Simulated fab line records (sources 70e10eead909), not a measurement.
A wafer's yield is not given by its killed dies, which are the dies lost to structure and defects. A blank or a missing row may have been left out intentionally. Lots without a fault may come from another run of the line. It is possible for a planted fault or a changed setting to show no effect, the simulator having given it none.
fab line records	flow nand-harc
record: lots: 24	wafers: 72	last-day: 33
route steps=1302 shown A_CHANNEL_HOLE_D2@595 A_CHANNEL_FILL_D2@620 A_STAIRCASE@652
lots that met no fault: taken from a fault-free run of the same line
start-h: hours from the record's first day to the start of the lot's first wafer shown	wait-h: hours elapsed since this lot's preceding step	" identical to the entry in the row above	L1.1+2: one row covering several wafers at once	- no value, or no start given	* or withheld: withheld	< > ~ a bound
route shown NAME@n: names a module that has steps shown in the file, with the first one's number in the route	usual: mean/standard deviation taken from wafers without a fault	same: alike in all rows	chamber/n: place in a boat	sites: the reading at each site	_std_site: how widely they spread, as a standard deviation	_edge_site: outer sites' mean less inner sites'	radius-mm: how far each site lies from the wafer's centre	mask NAME#n: copy n	behind: the last tool/chamber to shape the wafer	hold: why the lot went on hold/how many hours it stayed there/how the hold came to an end	device: transistor that didn't switch, given as n, p or np	end of line: the route-end tests of the same wafers	a step with no rows: only its recipe	killed: count of dies lost to structure and defects at first sort (not the wafer's yield)	map: shows each die of a wafer: x if killed, . if not, _ if none is there
set.NAME: the setting as run; set.NAME@STEP: as run at that earlier step	model.NAME: the simulator's own value behind a step, which no gauge read
one table for each step of the route and one row for each wafer, over a sample of lots
services: when a tool's chamber went out of use (start-h, in hours from the record's first day, below 0 if earlier), for how many hours, and the reason
== steps ==
step: NHARC_A_CHANNEL_HOLE_D2_ETCH_23
recipe: bias-v: 5000	source-w: withheld	pressure-mtorr: 20	time-s: 819	ar-flow-sccm: 375	c4f8-flow-sccm: 89.3	o2-flow-sccm: 35.7	temp-c: -20	target-depth-a: 16000	chemistry: C4F8/O2/Ar
usual: drypump-motor-current-A: 5.6/0.33	showerhead-plenum-p-Torr: 3.67/0.14	throttle-valve-pct: 32.156/0.0093
lot.wafer	tool	chamber	start-h	wait-h	drypump-motor-current-A	rf-hours-counter-h	showerhead-plenum-p-Torr	throttle-valve-pct
L074.2	har-etch-01	0	300.99	0.5	5.4	161	3.60	32.160
L074.3	"	1	"	"	5.4	-	3.69	32.166
L074.5	"	1	"	"	5.4	-	3.69	32.165
L075.1	har-etch-01	1	309.04	0.5	5.4	165	3.69	32.168
L075.4	"	1	"	"	5.4	-	3.69	32.152
L075.6	"	0	"	"	5.4	-	3.60	32.148
L077.2	har-etch-02	0	315.01	0.5	6.1	374	3.68	32.162
L077.1	"	1	"	"	5.4	366	3.45	32.157
L077.5	"	1	"	"	5.4	-	3.45	32.147
L076.2	har-etch-01	0	317.27	0.5	5.4	173	3.60	32.172
L076.4	"	0	"	"	5.4	-	3.60	32.152
L076.5	"	1	"	"	5.4	-	3.69	32.165
L078.2	har-etch-02	1	342.75	0.5	5.5	377	3.44	32.156
L078.6	"	1	"	"	5.4	-	3.44	32.161
L078.5	"	0	"	"	6.1	-	3.68	32.169
L079.3	har-etch-02	0	355.06	0.5	6.1	-	3.67	32.158
L079.4	"	1	"	"	5.4	-	3.44	32.159
L079.5	"	0	"	"	6.1	-	3.67	32.140
L081.2	har-etch-01	1	371.11	0.5	5.4	199	3.67	32.167
L081.4	"	1	"	"	5.4	-	3.67	32.171
L081.5	"	1	"	"	5.4	-	3.67	32.145
L080.2	har-etch-02	0	374.16	0.5	6.2	404	3.67	32.155
L080.3	"	1	"	"	5.4	-	3.43	32.153
L080.5	"	1	"	"	5.4	-	3.43	32.154
L082.2	har-etch-01	0	388.55	0.5	5.4	211	3.58	32.155
L082.5	"	0	"	"	5.4	-	3.58	32.171
L082.6	"	1	"	"	5.4	-	3.67	32.150
L085.4	har-etch-02	1	395.66	0.5	5.4	-	3.93	32.162
L085.3	"	0	"	"	6.1	-	3.66	32.160
L085.5	"	0	"	"	6.2	-	3.67	32.143
L083.1	har-etch-01	1	396.53	0.5	5.4	218	3.66	32.161
L083.4	"	1	"	"	5.4	-	3.66	32.179
L083.6	"	1	"	"	5.4	-	3.66	32.154
L084.1	har-etch-02	1	399.70	0.5	5.4	5	3.93	32.141
L084.3	"	1	"	"	5.4	-	3.93	32.160
L084.6	"	0	"	"	6.1	-	3.66	32.152
L087.1	har-etch-02	0	421.27	0.5	6.1	21	3.65	32.154
L087.2	"	1	"	"	5.4	21	3.92	32.163
L087.6	"	0	"	"	6.1	-	3.65	32.153
L086.4	har-etch-02	0	425.64	0.5	6.1	-	3.65	32.157
L086.3	"	1	"	"	5.4	-	3.92	32.146
L086.6	"	1	"	"	5.4	-	3.92	32.154
L089.1	har-etch-02	1	431.37	0.5	5.4	29	3.92	32.156
L089.2	"	0	"	"	6.1	29	3.65	32.150
L089.5	"	0	"	"	6.1	-	3.65	32.146
L088.1	har-etch-01	1	432.82	0.5	5.4	245	3.65	32.155
L088.4	"	0	"	"	5.4	-	3.56	32.157
L088.5	"	1	"	"	5.4	-	3.65	32.167
L090.1	har-etch-02	1	453.71	0.5	5.4	40	3.91	32.168
L090.4	"	0	"	"	6.1	-	3.64	32.145
L090.3	"	1	"	"	5.4	-	3.91	32.143
L092.2	har-etch-02	0	474.05	0.5	6.2	51	3.64	32.135
L092.1	"	1	"	"	5.4	51	3.90	32.157
L092.3	"	0	"	"	6.1	-	3.64	32.151
L093.2	har-etch-02	1	478.22	0.5	5.4	55	3.90	32.157
L093.3	"	0	"	"	6.1	-	3.64	32.155
L093.5	"	0	"	"	6.1	-	3.64	32.171
L091.2	har-etch-01	1	478.60	0.5	5.4	271	3.63	32.149
L091.6	"	0	"	"	5.4	-	3.55	32.175
L091.5	"	1	"	"	5.4	-	3.63	32.165
L094.1	har-etch-01	0	490.02	0.5	5.4	275	3.54	32.151
L094.4	"	1	"	"	5.4	-	3.63	32.145
L094.5	"	1	"	"	5.4	-	3.63	32.147
L095.1	har-etch-02	0	513.26	0.5	6.1	71	3.63	32.150
L095.4	"	0	"	"	6.1	-	3.63	32.160
L095.5	"	0	"	"	6.1	-	3.63	32.157
L096.1	har-etch-01	1	513.64	0.5	5.4	287	3.63	32.145
L096.5	"	0	"	"	5.4	-	3.54	32.145
L096.6	"	1	"	"	5.4	-	3.62	32.155
L097.1	har-etch-02	0	523.93	0.5	6.1	78	3.62	32.146
L097.4	"	1	"	"	5.4	-	3.89	32.156
L097.3	"	0	"	"	6.1	-	3.62	32.158
step: NHARC_A_CHANNEL_FILL_D2_ETCHBACK_20
recipe: target-depth-a: 270	time-s: 13.5	c4f8-flow-sccm: withheld	o2-flow-sccm: 8	ar-flow-sccm: withheld	rf-w: 600	bias-w: 1500	chemistry: C4F8/O2/Ar
usual: oes-product-au: 0.993/0.02	rf-vpp-V: 977/4.9
lot.wafer	tool	chamber	start-h	wait-h	oes-product-au	rf-hours-counter-h	rf-vpp-V
L074.2	rie-diel-02	1	331.79	-	0.963	3.3	972
L074.3	"	2	"	"	0.947	3.0	981
L074.5	"	0	"	"	0.984	-	983
L075.1	rie-diel-02	3	337.81	-	1.010	3.4	978
L075.4	"	0	"	"	1.004	3.5	983
L075.6	"	2	"	"	0.998	-	982
L077.2	rie-diel-01	2	343.44	-	0.993	4.1	970
L077.1	"	3	"	"	0.979	3.9	980
L077.5	"	0	"	"	0.921	-	972
L076.2	rie-diel-02	2	343.44	-	0.984	3.7	983
L076.4	"	3	"	"	1.001	3.4	979
L076.5	"	0	"	"	1.016	-	984
L078.2	rie-diel-04	0	372.56	-	1.007	1.5	985
L078.6	"	1	"	"	0.989	-	980
L078.5	"	2	"	"	1.018	-	983
L079.3	rie-diel-02	1	384.49	-	0.981	5.1	974
L079.5	"	1	"	"	0.987	-	973
L079.4	"	0	"	"	0.991	-	983
L081.2	rie-diel-01	1	400.98	-	0.994	0.1	973
L081.4	"	3	"	"	1.001	0.1	979
L081.5	"	2	"	"	1.004	-	971
L080.3	rie-diel-02	2	405.13	-	1.000	0	983
L080.2	"	3	"	"	1.010	0	978
L080.5	"	1	"	"	0.997	-	974
L082.2	rie-diel-04	1	417.30	-	1.014	8.1	978
L082.5	"	1	"	"	1.006	-	979
L082.6	"	2	"	"	1.009	-	984
L083.4	rie-diel-01	2	426.45	-	0.999	0.6	971
L083.1	"	1	"	"	0.986	0.6	973
L083.6	"	3	"	"	0.999	-	980
L085.3	rie-diel-04	1	426.46	-	1.007	8.9	979
L085.4	"	3	"	"	1.001	7.4	980
L085.5	"	0	"	"	1.019	-	983
L084.1	rie-diel-02	0	426.54	-	1.031	0.9	982
L084.3	"	3	"	"	1.016	0.9	979
L084.6	"	0	"	"	1.023	-	982
L087.2	rie-diel-02	0	454.66	-	0.940	1.5	983
L087.1	"	2	"	"	0.922	1.8	983
L087.6	"	0	"	"	0.933	-	984
L086.4	rie-diel-01	1	454.68	-	0.996	1.3	973
L086.3	"	2	"	"	0.998	1.2	969
L086.6	"	0	"	"	1.001	-	970
L088.4	rie-diel-01	1	459.62	-	0.991	1.7	972
L088.1	"	0	"	"	0.997	1.8	969
L088.5	"	1	"	"	0.997	-	974
L089.2	rie-diel-02	0	459.62	-	0.987	1.6	982
L089.1	"	1	"	"	0.972	1.8	973
L089.5	"	0	"	"	0.986	-	983
L090.1	rie-diel-01	0	483.36	-	1.002	2.8	971
L090.4	"	1	"	"	0.997	2.8	974
L090.3	"	2	"	"	1.005	2.0	969
L092.3	rie-diel-02	2	503.77	-	0.975	2.8	983
L092.1	"	3	"	"	0.983	2.5	978
L092.2	"	0	"	"	0.983	2.8	984
L093.2	rie-diel-02	1	506.45	-	0.987	3.1	973
L093.3	"	3	"	"	1.001	2.6	978
L093.5	"	2	"	"	0.984	-	982
L091.2	rie-diel-01	2	506.46	-	1.006	2.8	969
L091.6	"	1	"	"	1.005	-	974
L091.5	"	2	"	"	1.008	-	969
L094.4	rie-diel-02	2	518.54	-	0.994	3.0	983
L094.1	"	1	"	"	1.012	3.2	973
L094.5	"	3	"	"	1.004	-	979
L095.4	rie-diel-01	2	543.59	-	0.997	4.0	971
L095.1	"	3	"	"	0.992	4.6	979
L095.5	"	0	"	"	0.991	-	971
L096.1	rie-diel-02	0	543.60	-	0.992	3.7	982
L096.5	"	1	"	"	1.000	-	976
L096.6	"	0	"	"	0.995	-	982
L097.1	rie-diel-01	0	553.79	-	1.002	4.7	971
L097.4	"	1	"	"	0.994	4.7	974
L097.3	"	2	"	"	1.009	4.1	971
step: NHARC_A_CHANNEL_FILL_D2_THK_MEAS_06
recipe: thk-meas-gauge: ellipsometry
usual: thk-nm: 5.0/1.1
lot.wafer	tool	chamber	start-h	wait-h	thk-nm
L074.2	film-metro-01	-	343.11	0.4	4.4
L074.3	"	-	"	"	6.7
L074.5	"	-	"	"	6.4
L075.1	film-metro-01	-	351.00	0.4	3.4
L075.4	"	-	"	"	6.2
L075.6	"	-	"	"	4.8
L077.1	film-metro-02	-	354.79	0.4	4.0
L077.2	"	-	"	"	4.7
L077.5	"	-	"	"	4.3
L076.2	film-metro-01	-	354.80	0.4	3.3
L076.4	"	-	"	"	5.0
L076.5	"	-	"	"	5.2
L078.2	film-metro-01	-	384.36	0.4	3.9
L078.5	"	-	"	"	4.5
L078.6	"	-	"	"	6.0
L079.3	film-metro-01	-	397.46	0.4	5.5
L079.4	"	-	"	"	5.5
L079.5	"	-	"	"	4.9
L081.2	film-metro-02	-	412.94	0.4	5.0
L081.4	"	-	"	"	3.1
L081.5	"	-	"	"	5.3
L080.2	film-metro-02	-	417.58	0.4	5.8
L080.3	"	-	"	"	5.1
L080.5	"	-	"	"	4.1
L082.2	film-metro-02	-	429.19	0.4	3.8
L082.5	"	-	"	"	3.8
L082.6	"	-	"	"	6.2
L083.1	film-metro-02	-	438.10	0.4	6.8
L083.4	"	-	"	"	2.9
L083.6	"	-	"	"	5.7
L085.3	film-metro-01	-	438.10	0.4	7.0
L085.4	"	-	"	"	5.5
L085.5	"	-	"	"	5.1
L084.1	film-metro-02	-	438.11	0.4	3.9
L084.3	"	-	"	"	5.3
L084.6	"	-	"	"	6.6
L087.1	film-metro-01	-	465.99	0.4	6.5
L087.2	"	-	"	"	3.4
L087.6	"	-	"	"	6.2
L086.3	film-metro-02	-	465.99	0.4	4.7
L086.4	"	-	"	"	6.3
L086.6	"	-	"	"	2.8
L089.1	film-metro-02	-	471.44	0.4	4.4
L089.2	"	-	"	"	6.0
L089.5	"	-	"	"	4.8
L088.1	film-metro-01	-	471.46	0.4	4.1
L088.4	"	-	"	"	2.7
L088.5	"	-	"	"	6.3
L090.1	film-metro-01	-	495.38	0.4	3.5
L090.3	"	-	"	"	3.5
L090.4	"	-	"	"	4.7
L092.1	film-metro-01	-	515.64	0.4	2.6
L092.2	"	-	"	"	5.3
L092.3	"	-	"	"	4.7
L091.2	film-metro-02	-	515.64	0.4	5.3
L091.5	"	-	"	"	7.1
L091.6	"	-	"	"	5.4
L093.2	film-metro-01	-	515.65	0.4	5.5
L093.3	"	-	"	"	4.1
L093.5	"	-	"	"	5.4
L094.1	film-metro-01	-	532.17	0.4	4.3
L094.4	"	-	"	"	5.2
L094.5	"	-	"	"	4.4
L096.1	film-metro-02	-	556.33	0.4	5.4
L096.5	"	-	"	"	5.2
L096.6	"	-	"	"	5.4
L095.1	film-metro-01	-	556.33	0.4	4.6
L095.4	"	-	"	"	2.7
L095.5	"	-	"	"	3.7
L097.1	film-metro-02	-	565.87	0.4	5.4
L097.3	"	-	"	"	4.2
L097.4	"	-	"	"	4.7
step: NHARC_A_CHANNEL_FILL_D2_CMP_10
recipe: target-thk-nm: 150
usual: motor-current-A: 12.2/0.98	slurry-flow-ml-min: 150.0/0.44	time-to-endpoint-s: 14.2/2
lot.wafer	tool	chamber	start-h	wait-h	motor-current-A	slurry-flow-ml-min	time-to-endpoint-s
L074.3	cmp-03	3	354.43	0.4	12.3	150.5	16.3
L074.2	"	0	"	"	13.5	150.2	14.6
L074.5	"	2	"	"	12.5	149.5	13.3
L075.4	cmp-03	1	362.56	0.4	12.6	149.6	15.3
L075.1	"	2	"	"	13.3	150.0	11.0
L075.6	"	0	"	"	12.8	150.6	14.5
L077.2	cmp-03	2	366.07	0.4	12.6	149.4	10.7
L077.1	"	1	"	"	12.0	150.5	14.1
L077.5	"	2	"	"	12.9	148.7	10.9
L076.2	cmp-02	3	369.86	0.4	9.9	149.3	13.9
L076.4	"	1	"	"	12.0	150.2	9.7
L076.5	"	3	"	"	9.9	150.0	14.6
L078.2	cmp-01	3	395.72	0.4	11.8	150.4	14.3
L078.6	"	3	"	"	12.1	150.4	16.8
L078.5	"	0	"	"	10.9	151.0	16.7
L079.3	cmp-03	3	408.85	0.4	12.3	150.1	17.9
L079.4	"	2	"	"	12.3	150.7	15.0
L079.5	"	3	"	"	12.1	149.8	17.2
L081.2	cmp-03	0	424.29	0.4	13.3	149.5	13.7
L081.4	"	1	"	"	11.9	150.4	12.4
L081.5	"	1	"	"	12.4	149.9	14.2
L080.3	cmp-01	1	429.13	0.4	13.9	150.2	10.7
L080.2	"	3	"	"	12.0	150.3	15.1
L080.5	"	2	"	"	12.4	149.3	13.0
L082.2	cmp-03	1	440.65	0.4	12.5	150.4	17.8
L082.6	"	3	"	"	11.0	150.4	16.8
L082.5	"	0	"	"	13.3	150.2	14.6
L085.3	cmp-03	2	449.47	0.4	13.3	150.3	9.9
L085.4	"	1	"	"	12.5	149.8	11.5
L085.5	"	2	"	"	12.7	150.1	9.4
L083.4	cmp-02	1	449.49	0.4	12.1	150.3	11.5
L083.1	"	2	"	"	11.9	149.7	13.5
L083.6	"	1	"	"	11.8	149.7	12.7
L084.1	cmp-01	3	449.52	0.4	11.7	150.5	14.0
L084.3	"	0	"	"	11.3	149.5	16.2
L084.6	"	1	"	"	13.9	149.7	14.0
L087.1	cmp-02	2	477.27	0.4	11.5	150.5	11.6
L087.2	"	0	"	"	12.4	150.3	12.9
L087.6	"	3	"	"	9.7	150.8	11.3
L086.3	cmp-01	0	477.27	0.4	10.9	149.8	16.7
L086.4	"	2	"	"	12.1	149.9	13.7
L086.6	"	1	"	"	14.3	150.1	15.0
L089.1	cmp-02	1	482.86	0.4	12.4	150.4	13.1
L089.2	"	3	"	"	9.6	149.1	15.5
L089.5	"	2	"	"	11.5	150.2	12.9
L088.1	cmp-03	0	482.86	0.4	13.2	150.8	13.7
L088.4	"	3	"	"	11.4	149.6	14.0
L088.5	"	0	"	"	13.0	150.0	12.8
L090.4	cmp-03	1	506.72	0.4	12.0	149.5	14.5
L090.1	"	2	"	"	13.0	149.8	12.9
L090.3	"	3	"	"	11.3	149.7	15.5
L091.2	cmp-03	3	526.91	0.4	11.7	150.2	17.2
L091.5	"	3	"	"	12.1	150.3	17.3
L091.6	"	0	"	"	13.3	150.8	17.3
L093.2	cmp-01	1	526.94	0.4	13.5	149.9	17.1
L093.3	"	2	"	"	12.2	150.4	9.9
L093.5	"	0	"	"	11.2	150.9	16.7
L092.2	cmp-02	1	527.01	0.5	12.5	150.3	13.0
L092.3	"	2	"	"	12.1	149.6	11.9
L092.1	"	3	"	"	10.0	149.2	13.8
L094.1	cmp-03	1	543.56	0.4	12.5	150.3	14.3
L094.4	"	3	"	"	11.9	149.9	15.4
L094.5	"	1	"	"	12.5	150.1	14.9
L095.1	cmp-01	3	567.82	0.4	11.9	149.5	16.4
L095.4	"	0	"	"	11.4	149.9	15.2
L095.5	"	2	"	"	12.5	150.0	14.0
L096.1	cmp-03	2	567.85	0.4	12.2	149.5	13.4
L096.5	"	3	"	"	11.6	150.2	16.5
L096.6	"	0	"	"	14.1	150.0	13.2
L097.3	cmp-01	2	577.18	0.4	11.5	149.7	13.7
L097.1	"	3	"	"	11.3	149.9	15.7
L097.4	"	1	"	"	13.9	150.1	13.5
step: NHARC_A_CHANNEL_FILL_D2_INSPECT_13
usual: raw-defect-count: 354/110
lot.wafer	tool	chamber	start-h	wait-h	raw-defect-count
L074.2	defect-inspect-02	-	355.02	0.1	335
L074.3	"	-	"	"	326
L074.5	"	-	"	"	331
L075.1	defect-inspect-02	-	363.12	0.2	434
L075.4	"	-	"	"	368
L075.6	"	-	"	"	455
L077.1	defect-inspect-02	-	366.69	0.2	250
L077.2	"	-	"	"	333
L077.5	"	-	"	"	356
L076.2	defect-inspect-02	-	370.47	0.1	265
L076.4	"	-	"	"	266
L076.5	"	-	"	"	301
L078.2	defect-inspect-02	-	396.34	0.1	682
L078.5	"	-	"	"	477
L078.6	"	-	"	"	648
L079.3	defect-inspect-02	-	409.46	0.1	595
L079.4	"	-	"	"	395
L079.5	"	-	"	"	615
L081.2	defect-inspect-01	-	424.91	0.1	515
L081.4	"	-	"	"	452
L081.5	"	-	"	"	298
L080.2	defect-inspect-01	-	429.82	0.1	422
L080.3	"	-	"	"	488
L080.5	"	-	"	"	439
L082.2	defect-inspect-02	-	441.21	0.1	299
L082.5	"	-	"	"	270
L082.6	"	-	"	"	354
L084.1	defect-inspect-01	-	450.08	0.2	222
L084.3	"	-	"	"	232
L084.6	"	-	"	"	252
L083.1	defect-inspect-02	-	450.17	0.2	272
L083.4	"	-	"	"	399
L083.6	"	-	"	"	379
L085.3	defect-inspect-02	-	450.25	0.1	560
L085.4	"	-	"	"	474
L085.5	"	-	"	"	362
L086.3	defect-inspect-02	-	478.15	0.1	421
L086.4	"	-	"	"	402
L086.6	"	-	"	"	465
L087.1	defect-inspect-01	-	478.25	0.2	474
L087.2	"	-	"	"	422
L087.6	"	-	"	"	316
L089.1	defect-inspect-01	-	483.47	0.2	222
L089.2	"	-	"	"	404
L089.5	"	-	"	"	356
L088.1	defect-inspect-02	-	483.55	0.2	341
L088.4	"	-	"	"	295
L088.5	"	-	"	"	342
L090.1	defect-inspect-01	-	507.31	0.2	121
L090.3	"	-	"	"	347
L090.4	"	-	"	"	146
L093.2	defect-inspect-01	-	527.53	0.1	181
L093.3	"	-	"	"	311
L093.5	"	-	"	"	293
L091.2	defect-inspect-02	-	527.70	0.1	357
L091.5	"	-	"	"	405
L091.6	"	-	"	"	604
L092.1	defect-inspect-01	-	527.83	0.2	458
L092.2	"	-	"	"	491
L092.3	"	-	"	"	400
L094.1	defect-inspect-02	-	544.18	0.2	318
L094.4	"	-	"	"	285
L094.5	"	-	"	"	316
L095.1	defect-inspect-01	-	568.39	0.2	215
L095.4	"	-	"	"	329
L095.5	"	-	"	"	266
L096.1	defect-inspect-02	-	568.39	0.2	516
L096.5	"	-	"	"	623
L096.6	"	-	"	"	388
L097.1	defect-inspect-01	-	577.79	0.2	241
L097.3	"	-	"	"	199
L097.4	"	-	"	"	227
step: NHARC_A_STAIRCASE_ETCH_170
recipe: target-depth-a: 2000	time-s: 66.667	ion-energy-ev: 250	c4f6-flow-sccm: 25	o2-flow-sccm: 20	ar-flow-sccm: 500	rf-w: 600	bias-w: 500	chemistry: C4F6/O2
usual: drypump-motor-current-A: 5.9/0.42	oes-product-au: 0.970/0.014	rf-vpp-V: 547/3.2	showerhead-plenum-p-Torr: 3.95/0.16	throttle-valve-pct: 26.903/0.0087
lot.wafer	tool	chamber	start-h	wait-h	drypump-motor-current-A	oes-product-au	rf-hours-counter-h	rf-vpp-V	showerhead-plenum-p-Torr	throttle-valve-pct
L074.2	rie-diel-06	2	-	-	5.0	0.952	14	548	3.93	26.893
L074.3	"	3	"	"	6.0	0.966	16	545	3.91	26.896
L074.5	"	1	"	"	6.2	0.966	-	545	3.88	26.910
L075.1	rie-diel-06	3	-	-	6.0	0.961	19	548	3.91	26.906
L075.4	"	2	"	"	5.0	0.951	-	547	3.92	26.895
L075.6	"	3	"	"	6.0	0.956	-	547	3.91	26.914
L077.2	rie-diel-06	2	-	-	5.1	0.945	21	547	3.92	26.906
L077.1	"	1	"	"	6.2	0.974	24	546	3.87	26.909
L077.5	"	2	"	"	5.1	0.947	-	547	3.92	26.886
L076.2	rie-diel-11	0	-	-	6.2	0.977	40	551	4.16	26.898
L076.4	"	2	"	"	5.5	0.981	-	552	4.20	26.893
L076.5	"	0	"	"	6.3	0.971	-	551	4.16	26.903
L078.2	rie-diel-11	2	-	-	5.5	0.993	49	553	4.19	26.915
L078.6	"	2	"	"	5.5	0.986	-	552	4.19	26.911
L078.5	"	3	"	"	5.9	0.979	-	545	3.85	26.907
L079.4	rie-diel-07	3	-	-	5.6	0.984	41	544	3.83	26.899
L079.3	"	1	"	"	6.7	0.976	38	541	3.70	26.906
L079.5	"	3	"	"	5.6	0.970	-	544	3.83	26.917
L081.4	rie-diel-06	2	-	-	5.0	0.950	36	547	3.91	26.910
L081.2	"	3	"	"	6.0	0.982	40	546	3.89	26.899
L081.5	"	1	"	"	6.2	0.977	-	545	3.86	26.896
L080.3	rie-diel-06	3	-	-	6.0	0.962	42	546	3.89	26.903
L080.2	"	0	"	"	6.1	0.966	41	547	3.97	26.899
L080.5	"	0	"	"	6.1	0.972	-	548	3.97	26.906
L082.2	rie-diel-11	0	-	-	6.3	0.961	0	551	4.15	26.902
L082.6	"	3	"	"	5.9	0.975	-	545	3.84	26.907
L082.5	"	0	"	"	6.2	0.953	-	549	4.15	26.890
L084.3	rie-diel-07	3	-	-	5.6	0.961	54	545	3.83	26.887
L084.1	"	1	"	"	6.7	0.985	55	543	3.69	26.900
L084.6	"	2	"	"	5.7	0.972	-	550	4.12	26.897
L083.4	rie-diel-06	3	-	-	6.0	0.979	54	546	3.89	26.897
L083.1	"	0	"	"	6.1	0.987	51	547	3.96	26.902
L083.6	"	2	"	"	5.1	0.971	-	547	3.91	26.915
L085.4	rie-diel-06	2	-	-	5.1	0.953	45	547	3.91	26.910
L085.3	"	3	"	"	6.1	0.965	54	545	3.89	26.913
L085.5	"	1	"	"	6.2	0.959	-	545	3.86	26.912
L086.3	rie-diel-06	0	-	-	6.1	0.982	61	546	3.95	26.909
L086.4	"	1	"	"	6.2	0.989	56	547	3.85	26.909
L086.6	"	3	"	"	6.0	0.982	-	546	3.88	26.900
L087.1	rie-diel-06	0	-	-	6.1	0.972	61	547	3.95	26.896
L087.2	"	1	"	"	6.2	0.979	56	547	3.85	26.901
L087.6	"	0	"	"	6.1	0.967	-	548	3.95	26.901
L089.2	rie-diel-07	2	-	-	5.7	0.999	1	551	4.12	26.896
L089.1	"	3	"	"	5.6	0.949	1	545	3.82	26.908
L089.5	"	0	"	"	6.2	0.982	-	543	3.73	26.903
L088.4	rie-diel-11	2	-	-	5.5	0.977	7	553	4.18	26.908
L088.1	"	0	"	"	6.2	0.980	14	550	4.14	26.914
L088.5	"	1	"	"	6.2	0.979	-	553	4.22	26.916
L090.3	rie-diel-06	3	-	-	6.0	0.991	4	546	3.88	26.909
L090.1	"	0	"	"	6.1	0.967	4	547	3.95	26.906
L090.4	"	2	"	"	5.0	0.967	4	547	3.90	26.917
L093.2	rie-diel-11	3	-	-	5.9	0.989	28	545	3.82	26.908
L093.3	"	0	"	"	6.3	0.987	28	550	4.13	26.903
L093.5	"	2	"	"	5.5	0.992	-	551	4.17	26.887
L091.2	rie-diel-11	1	-	-	6.1	0.985	30	553	4.21	26.890
L091.5	"	0	"	"	6.2	0.964	-	551	4.13	26.911
L091.6	"	1	"	"	6.2	0.978	-	552	4.21	26.913
L092.2	rie-diel-11	3	-	-	5.8	0.962	29	545	3.82	26.906
L092.1	"	1	"	"	6.1	0.967	30	552	4.21	26.917
L092.3	"	2	"	"	5.5	0.963	23	551	4.17	26.910
L094.1	rie-diel-11	2	-	-	5.5	0.966	27	551	4.17	26.897
L094.4	"	0	"	"	6.3	0.965	31	550	4.13	26.904
L094.5	"	2	"	"	5.5	0.983	-	551	4.17	26.902
L095.1	rie-diel-11	3	-	-	5.9	0.980	38	545	3.82	26.910
L095.4	"	2	"	"	5.5	0.980	35	552	4.16	26.898
L095.5	"	0	"	"	6.2	0.970	-	551	4.12	26.909
L096.1	rie-diel-06	1	-	-	6.2	0.956	25	544	3.84	26.905
L096.6	"	2	"	"	5.1	0.955	-	546	3.89	26.923
L096.5	"	3	"	"	6.1	0.968	-	546	3.86	26.895
L097.1	rie-diel-07	2	-	-	5.7	0.935	32	550	4.10	26.897
L097.3	"	3	"	"	5.6	0.922	32	546	3.80	26.889
L097.4	"	0	"	"	6.2	0.954	36	542	3.71	26.908
== services ==
tool	chamber	start-h	hours	kind
rie-diel-06	-	307.33	9.0	pm
rie-diel-02	2	317.76	6.8	repair
rie-diel-02	1	320.40	1.3	repair
cmp-03	-	358.06	4.0	pm
rie-diel-06	0	361.16	15.7	repair
rie-diel-02	1	364.64	3.1	repair
rie-diel-02	2	366.43	28.6	repair
har-etch-02	-	377.00	17.0	pm
cmp-03	-	393.34	0.5	repair
rie-diel-02	-	393.70	9.0	pm
rie-diel-02	0	423.82	1.6	repair
rie-diel-06	1	426.34	5.9	repair
rie-diel-06	2	426.38	3.7	repair
rie-diel-02	3	443.78	6.5	repair
cmp-03	-	456.06	4.0	pm
cmp-03	-	463.50	0.9	repair
cmp-03	-	466.51	3.3	repair
rie-diel-06	-	484.33	9.0	pm
rie-diel-02	1	530.06	2.0	repair
rie-diel-02	2	542.22	3.2	repair
cmp-03	-	554.06	4.0	pm
rie-diel-06	1	570.09	5.1	repair
rie-diel-02	-	570.70	9.0	pm
rie-diel-06	-	574.03	0.3	repair
== key ==
fault none
